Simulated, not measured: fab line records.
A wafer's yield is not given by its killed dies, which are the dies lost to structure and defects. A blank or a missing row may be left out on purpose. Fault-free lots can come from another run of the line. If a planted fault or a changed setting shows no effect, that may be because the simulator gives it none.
The tool behind it: which one?	flow nand harc	18 wafers from 6 lots sampled at 5 of the route's 1159 steps

WHAT EACH GAUGE READ, for each wafer
NHARC_END_SORT_01.
lot	measured	on	defect limited yield (%)
L869	day 22 20:52	prober-02	97.6
L874	day 23 10:20	prober-02	5.6 95.1 95.0

EACH LOT AND THE TOOL THAT RAN IT (in order: tool; ch and the chambers of the sampled wafers; start)
lot	NHARC_THIN_TSV_DEP_43	NHARC_THIN_TSV_STRIP_62	NHARC_THIN_TSV_PRE_CLEAN_54	NHARC_THIN_TSV_STRIP_56
L863	pecvd-03 ch 0,1,2, day 19 00:01	plasma asher-02 ch 0,1, day 19 03:36	pvd sputter-02, day 19 05:57	plasma asher-01 ch 0,1, day 19 07:58
L864	pecvd-03 ch 0,1,2, day 19 11:33	plasma asher-01 ch 0,1, day 19 15:15	pvd sputter-01, day 19 17:28	plasma asher-02 ch 0,1, day 19 19:13
L869	pecvd-03 ch 1,2, day 21 20:37	plasma asher-02 ch 0,1, day 22 00:04	pvd sputter-03, day 22 02:20	plasma asher-02 ch 0,1, day 22 03:56
L874	pecvd-04 ch 0,1,2, day 22 20:58	plasma asher-02 ch 1, day 23 00:41	pvd sputter-01, day 23 02:57	plasma asher-02 ch 0,1, day 23 04:52
L878	pecvd-02 ch 0,1,2, day 23 12:22	plasma asher-01 ch 0,1, day 23 16:07	pvd sputter-01, day 23 18:37	plasma asher-02 ch 0,1, day 23 20:23
L879	pecvd-03 ch 1,2, day 23 14:44	plasma asher-02 ch 0,1, day 23 19:35	pvd sputter-03, day 23 21:47	plasma asher-02 ch 0,1, day 23 23:34
- NHARC_THIN_TSV_DEP_43: deposits SiO2, target thk 1328.5 nm.
- NHARC_THIN_TSV_STRIP_62: strips in N2/H2, time 20 s.
- NHARC_THIN_TSV_PRE_CLEAN_54: time 30 s.
- NHARC_THIN_TSV_STRIP_56: strips in O2.

THE ANSWER, worked out from the rows above alone
Rule: what is usual is taken from the lots themselves. The widest of any qualifying gaps counts: lots, ordered by their means at a reading, are off when they make up no more than a third of the lots, leave a main group of 4 or more, and stand apart from it by 3 or more times the standard deviation of that group's means. The tables above print the reading to a certain number of digits; a main group whose means all agree to those digits is not used. Also off: a lot with no number at a reading for which 4 or more lots have one. All remaining lots with rows at the step are treated as sound.
No lot is off at any reading shown: from this, nothing can be told.

WHAT WAS PUT IN BY THE SIMULATOR
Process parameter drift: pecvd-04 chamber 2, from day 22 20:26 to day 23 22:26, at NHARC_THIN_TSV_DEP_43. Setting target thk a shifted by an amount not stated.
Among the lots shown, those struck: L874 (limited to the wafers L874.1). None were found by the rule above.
